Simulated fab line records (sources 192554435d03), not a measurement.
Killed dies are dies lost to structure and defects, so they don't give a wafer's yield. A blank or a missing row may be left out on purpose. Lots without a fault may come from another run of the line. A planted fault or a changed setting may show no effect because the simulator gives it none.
A struck lot beside a sound one || flow n5Finfet || 14 steps out of a route of 1938
Sound: the wafers L568.1, L568.2, L568.6. Struck: wafers L560.2, L560.6 (left out: L560.1, a lot-mate that was not struck); the cause follows at the end.
Per side, at each step with rows, come the tool, then ch with its chambers, and then its first start. Under that, the readings that differ: sound wafers || struck wafers || difference of the means || sigmas: that difference in standard deviations of wafers without a fault.
alike: readings whose means differ by less than 2 such deviations, and words and numbers that are the same on both sides. not compared: withheld readings, readings that some wafer has no value for, bounds like >300 that may hide the same value, and numbers for which the record gives no deviation and whose values overlap.
The two part at a step that has a row with sigmas, a row that says differs or no value, or rows on one side only. When numbers do not overlap yet have no deviation, they are printed without sigmas and do not part them. A reading that every wafer of one side lacks parts them only if that side has two wafers or more.

first, 1 step without rows for these wafers: N5_BEOL_M6_STRIP_80 (strips in N2/H2, time 10 s).
N5_BEOL_M6_OCD_MEAS_38:
  sound on ocd-02, day 14 00:03; struck on ocd-02, day 15 16:25
  alike: trenchDepthNm
then, 4 steps without rows for these wafers: N5_BEOL_M6_HM_STRIP_39 (strips TiN in peroxide tin strip, target depth 25 nm, time 158 s); N5_BEOL_M6_SRD_40 (time 30 s); N5_BEOL_M6_PRECLEAN_42 (cleans in residue remover, time 60 s); N5_BEOL_M6_SRD_43 (time 30 s).
N5_BEOL_M6_CD_MEAS_35: target cd 40 nm, target cd y 28 nm.
  sound on cdSem-03, day 14 00:12; struck on cdSem-01, day 15 16:35
  alike: cdNm
N5_BEOL_M6_CURE_75: cures SiCOH lowk, time 120 s.
  sound on uvCure-03 ch 0, day 14 00:14; struck on uvCure-02 ch 2, day 15 16:52
  alike: lampPowerPct, wafer_temp_C_max
N5_BEOL_M6_DEGAS_44: time 60 s.
  sound on pvdSputter-01, day 14 00:46; struck on pvdSputter-03, day 15 17:28
  alike: heaterPowerW
N5_BEOL_M6_PRE_CLEAN_45: time 30 s.
  sound on pvdSputter-01, day 14 00:49; struck on pvdSputter-03, day 15 17:30
  alike: heaterPowerW
then, 1 step without rows for these wafers: N5_BEOL_M6_ALD_77 (deposits TaN, target thk 2 nm, pulse time 2 s, purge time 3 s).
N5_BEOL_M6_SURFACE_TREAT_79:
  sound on pvdSputter-03, day 14 01:09; struck on pvdSputter-01, day 15 17:58
  not compared: pressureMtorr, throttleValvePct
N5_BEOL_M6_CVD_78: deposits Co from CCTBA/H2, target thk 2 nm, time 142.3 s.
  sound on cvdCo-02 ch 0,1,2, day 14 01:16; struck on cvdCo-02 ch 0,2, day 15 18:03
{"reading": "runLengthS (s)", "sound": "165.2 165.2 165.7", "struck": "167.9 168.2", "difference": "+2.7", "sigmas": "+8"}
N5_BEOL_M6_SPUTTER_48: material Cu, target thk 10 nm, time 1.667 s.
  sound on pvdSputter-01, day 14 01:23; struck on pvdSputter-01, day 15 18:10
  alike: chuckSensorTempC, throttleValvePct

WHERE THEY PART
Within this record, at N5_BEOL_M6_CVD_78 only. Later steps at which nothing parts them and some readings are alike: N5_BEOL_M6_SPUTTER_48.

WHY: what had been put in by the simulator
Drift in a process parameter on cvdCo-02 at N5_BEOL_M6_CVD_78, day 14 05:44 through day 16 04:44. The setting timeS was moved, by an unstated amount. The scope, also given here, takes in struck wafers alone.
